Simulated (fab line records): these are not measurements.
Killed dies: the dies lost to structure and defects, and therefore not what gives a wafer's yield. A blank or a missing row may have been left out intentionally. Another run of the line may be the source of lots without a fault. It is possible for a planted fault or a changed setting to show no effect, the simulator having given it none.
Which of the tools did it? + flow n5Finfet + 24 wafers from 8 lots sampled at 5 of the route's 1938 steps

WHAT EACH GAUGE READ, for each wafer
N5_BEOL_M4_RC_MEAS_101.
| lot  | measured     | on        | COMB_M1_max_site (S/m)    |
|------|--------------|-----------|---------------------------|
| L395 | day 8 06:47  | prober-01 | 7.1e-11 8e-11 7e-11       |
| L397 | day 9 08:01  | prober-02 | 7.9e-11 1.04e-10 8.1e-11  |
| L400 | day 9 13:22  | prober-02 | 7.2e-11 8.5e-11 9.9e-11   |
| L407 | day 11 13:58 | prober-01 | 5.74e-10 6.4e-11 7.8e-11  |
| L408 | day 11 19:39 | prober-01 | 1.12e-10 8.12e-10 8.1e-11 |
| L414 | day 13 05:35 | prober-01 | 7.6e-11 8.3e-11 7.9e-11   |
| L415 | day 13 08:37 | prober-02 | 7e-11 9.2e-11 1.01e-10    |
| L417 | day 13 16:02 | prober-02 | 8.2e-11 1.06e-10 8.8e-11  |

TOOL THAT RAN EACH LOT (tool first, then ch and the chambers of the sampled wafers, then the start)
| lot  | N5_BEOL_M1_ETCH_77                | N5_BEOL_M1_ALD_84                  | N5_BEOL_M1_SPUTTER_48       | N5_BEOL_M1_ANNEAL_87        |
|------|-----------------------------------|------------------------------------|-----------------------------|-----------------------------|
| L395 | rieDiel-02 ch 1,2,3, day 6 08:12  | aldMetal-04 ch 0,2, day 6 12:44    | pvdSputter-03, day 6 14:01  | pvdSputter-03, day 6 14:46  |
| L397 | rieDiel-01 ch 1,3, day 6 23:04    | aldMetal-03 ch 0,2,3, day 7 00:59  | pvdSputter-02, day 7 01:27  | pvdSputter-02, day 7 02:11  |
| L400 | rieDiel-02 ch 1,2,3, day 7 16:46  | aldMetal-03 ch 1,2,3, day 7 20:04  | pvdSputter-02, day 7 20:31  | pvdSputter-02, day 7 21:16  |
| L407 | rieDiel-02 ch 0,1,2, day 9 06:20  | aldMetal-03 ch 2,3, day 9 20:05    | pvdSputter-01, day 9 20:35  | pvdSputter-01, day 9 21:20  |
| L408 | rieDiel-02 ch 1,3, day 9 13:36    | aldMetal-03 ch 2,3, day 9 23:14    | pvdSputter-03, day 9 23:49  | pvdSputter-03, day 10 00:34 |
| L414 | rieDiel-01 ch 0,1, day 10 20:17   | aldMetal-04 ch 1,2,3, day 10 22:57 | pvdSputter-03, day 10 23:25 | pvdSputter-03, day 11 00:09 |
| L415 | rieDiel-01 ch 0,2,3, day 11 04:25 | aldMetal-01 ch 0,2,3, day 11 06:20 | pvdSputter-01, day 11 06:54 | pvdSputter-01, day 11 07:38 |
| L417 | rieDiel-03 ch 1,2,3, day 11 16:40 | aldMetal-04 ch 0,1,3, day 11 18:40 | pvdSputter-01, day 11 20:29 | pvdSputter-01, day 11 21:13 |
- N5_BEOL_M1_ETCH_77: etches underlayer in N2/H2, target depth 6.5 nm, time 5.2 s.
- N5_BEOL_M1_ALD_84: deposits TaN, pulse time 2 s, purge time 3 s, co reactant purge time 2 s.
- N5_BEOL_M1_SPUTTER_48: material Cu, target thk 4.5 nm, time 8.29 s.
- N5_BEOL_M1_ANNEAL_87: time 240 s.

THE ANSWER, worked out from the rows above alone
Rule: the usual values come from the lots themselves. Put in order of their means at a reading, lots are off if they are a third of the lots or fewer, leave a main group of 4 or more, and stand apart from it by a gap of 3 or more times the standard deviation of the main group's means; of several such gaps the widest counts. Not used: any main group whose means are identical at the precision the tables above print for the reading. A lot without any number at a reading at which 4 lots or more have one is off too. Where the step has rows for the other lots, those lots are counted as sound.
Off: L407, L408, seen at N5_BEOL_M4_RC_MEAS_101 (COMB_M1_max_site). The main group: mean 8.4e-11 S/m, standard deviation 6.1e-12.
If a tool, at a process step before that reading, ran all the lots that are off and no sound lot after the first of them, it fits. Those tools and the gauges at N5_BEOL_M4_RC_MEAS_101 are tried in the same way. Undecided on this evidence; 2 tools fit (rieDiel-02 at N5_BEOL_M1_ETCH_77, aldMetal-03 at N5_BEOL_M1_ALD_84).

WHAT THE SIMULATOR HAD INSERTED
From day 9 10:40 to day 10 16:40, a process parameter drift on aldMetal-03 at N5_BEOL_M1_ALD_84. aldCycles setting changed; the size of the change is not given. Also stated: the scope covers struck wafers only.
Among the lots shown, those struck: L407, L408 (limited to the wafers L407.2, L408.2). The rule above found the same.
